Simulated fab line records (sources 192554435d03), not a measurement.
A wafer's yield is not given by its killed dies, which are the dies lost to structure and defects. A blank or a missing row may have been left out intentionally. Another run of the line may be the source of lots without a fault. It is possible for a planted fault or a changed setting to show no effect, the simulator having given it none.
Matching of chambers :: flow n5-finfet :: N5_BEOL_M8_DESCUM_16 on rie-diel-03 has 4 sister chambers
The step chemistry O2, time 7.9 s. 4 wafers are shown with their chamber, then 9 later ones without.

== EACH WAFER AND ITS CHAMBER ==
wafer: L075.5
chamber: 1
showerhead-plenum-p-Torr (Torr): 2.04

wafer: L086.1
chamber: 2
showerhead-plenum-p-Torr (Torr): 2.12

wafer: L086.2
chamber: 0
showerhead-plenum-p-Torr (Torr): 2.13

wafer: L086.5
chamber: 3
showerhead-plenum-p-Torr (Torr): 2.04

== WAFERS WHOSE CHAMBER IS MISSING ==
wafer: L092.2
showerhead-plenum-p-Torr (Torr): 2.02

wafer: L092.4
showerhead-plenum-p-Torr (Torr): 2.03

wafer: L092.6
showerhead-plenum-p-Torr (Torr): 2.12

wafer: L093.2
showerhead-plenum-p-Torr (Torr): 2.11

wafer: L093.5
showerhead-plenum-p-Torr (Torr): 2.12

wafer: L093.6
showerhead-plenum-p-Torr (Torr): 2.03

wafer: L095.1
showerhead-plenum-p-Torr (Torr): 2.11

wafer: L095.3
showerhead-plenum-p-Torr (Torr): 2.12

wafer: L095.4
showerhead-plenum-p-Torr (Torr): 2.03

== CHAMBER TAKEN BY EACH ==
wafer: L092.2
from the rows above: can't be placed: 1 or 3
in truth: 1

wafer: L092.4
from the rows above: can't be placed: 1 or 3
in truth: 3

wafer: L092.6
from the rows above: can't be placed: 2 or 0
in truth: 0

wafer: L093.2
from the rows above: can't be placed: 2 or 0
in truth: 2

wafer: L093.5
from the rows above: can't be placed: 2 or 0
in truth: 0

wafer: L093.6
from the rows above: can't be placed: 1 or 3
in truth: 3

wafer: L095.1
from the rows above: can't be placed: 2 or 0
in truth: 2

wafer: L095.3
from the rows above: can't be placed: 2 or 0
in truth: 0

wafer: L095.4
from the rows above: can't be placed: 1 or 3
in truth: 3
Correct placement for 0 of the 9. Not placeable from these rows: 9 (in 9, the candidates include the true chamber). Number placed wrongly: 0.
How it was worked out, from the rows above alone: a wafer's distance from a chamber is the root of the sum, over the readings, of the square of ((its reading less the chamber's mean) divided by the reading's scatter). If the next closest chamber is less than 2 further off than the closest, the wafer can't be placed; otherwise it belongs to the closest. For every chamber, the mean is computed from those of its wafers that are shown. The scatter (one wafer shown for each chamber): square how far every hidden wafer sits from the nearest shown wafer, average those squares and take the square root.
